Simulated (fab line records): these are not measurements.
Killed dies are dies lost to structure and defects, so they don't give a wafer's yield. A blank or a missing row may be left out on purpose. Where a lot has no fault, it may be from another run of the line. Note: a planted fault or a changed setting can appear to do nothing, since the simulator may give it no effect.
Matching of chambers || flow n5-finfet || 4 sister chambers for N5_BEOL_M10_DESCUM_16 on rie-diel-02
The step chemistry O2, time 7.9 s. 7 wafers are shown with their chamber, then 8 later ones without.

EACH WAFER AND ITS CHAMBER
{"wafer": "L079.5", "chamber": 0, "showerhead-plenum-p-Torr (Torr)": 2.23, "throttle-valve-pct (%)": 20.26}
{"wafer": "L081.5", "chamber": 0, "showerhead-plenum-p-Torr (Torr)": 2.22, "throttle-valve-pct (%)": 20.29}
{"wafer": "L081.6", "chamber": 3, "showerhead-plenum-p-Torr (Torr)": 2.21, "throttle-valve-pct (%)": 20.19}
{"wafer": "L082.2", "chamber": 1, "showerhead-plenum-p-Torr (Torr)": 2.04, "throttle-valve-pct (%)": 20.31}
{"wafer": "L082.3", "chamber": 3, "showerhead-plenum-p-Torr (Torr)": 2.21, "throttle-valve-pct (%)": 20.19}
{"wafer": "L082.6", "chamber": 2, "showerhead-plenum-p-Torr (Torr)": 2.09, "throttle-valve-pct (%)": 20.63}
{"wafer": "L083.1", "chamber": 1, "showerhead-plenum-p-Torr (Torr)": 2.04, "throttle-valve-pct (%)": 20.32}

WAFERS WITH NO CHAMBER GIVEN
{"wafer": "L083.2", "showerhead-plenum-p-Torr (Torr)": 2.22, "throttle-valve-pct (%)": 20.29}
{"wafer": "L083.4", "showerhead-plenum-p-Torr (Torr)": 2.21, "throttle-valve-pct (%)": 20.20}
{"wafer": "L091.2", "showerhead-plenum-p-Torr (Torr)": 2.04, "throttle-valve-pct (%)": 20.34}
{"wafer": "L091.5", "showerhead-plenum-p-Torr (Torr)": 2.09, "throttle-valve-pct (%)": 20.64}
{"wafer": "L091.6", "showerhead-plenum-p-Torr (Torr)": 2.20, "throttle-valve-pct (%)": 20.21}
{"wafer": "L097.1", "showerhead-plenum-p-Torr (Torr)": 2.04, "throttle-valve-pct (%)": 20.35}
{"wafer": "L097.2", "showerhead-plenum-p-Torr (Torr)": 2.09, "throttle-valve-pct (%)": 20.66}
{"wafer": "L097.5", "showerhead-plenum-p-Torr (Torr)": 2.09, "throttle-valve-pct (%)": 20.64}

WHICH CHAMBER EACH WENT THROUGH
{"wafer": "L083.2", "from the rows above": 0, "in truth": 0}
{"wafer": "L083.4", "from the rows above": 3, "in truth": 3}
{"wafer": "L091.2", "from the rows above": 1, "in truth": 1}
{"wafer": "L091.5", "from the rows above": 2, "in truth": 2}
{"wafer": "L091.6", "from the rows above": 3, "in truth": 3}
{"wafer": "L097.1", "from the rows above": 1, "in truth": 1}
{"wafer": "L097.2", "from the rows above": 2, "in truth": 2}
{"wafer": "L097.5", "from the rows above": 2, "in truth": 2}
Correct placement for 8 of the 8. Can't be placed from these rows: 0. 0 placed wrongly.
How it was worked out, from the rows above alone: a wafer's distance from a chamber is the root of the sum, over the readings, of the square of ((its reading less the chamber's mean) divided by the reading's scatter). If the next closest chamber is less than 2 further off than the closest, the wafer can't be placed; otherwise it belongs to the closest. The mean given for a chamber averages the wafers shown for that chamber. The scatter is the square root of a quotient: the sum, over the shown wafers, of each reading's squared deviation from its chamber's mean, divided by wafers minus chambers.
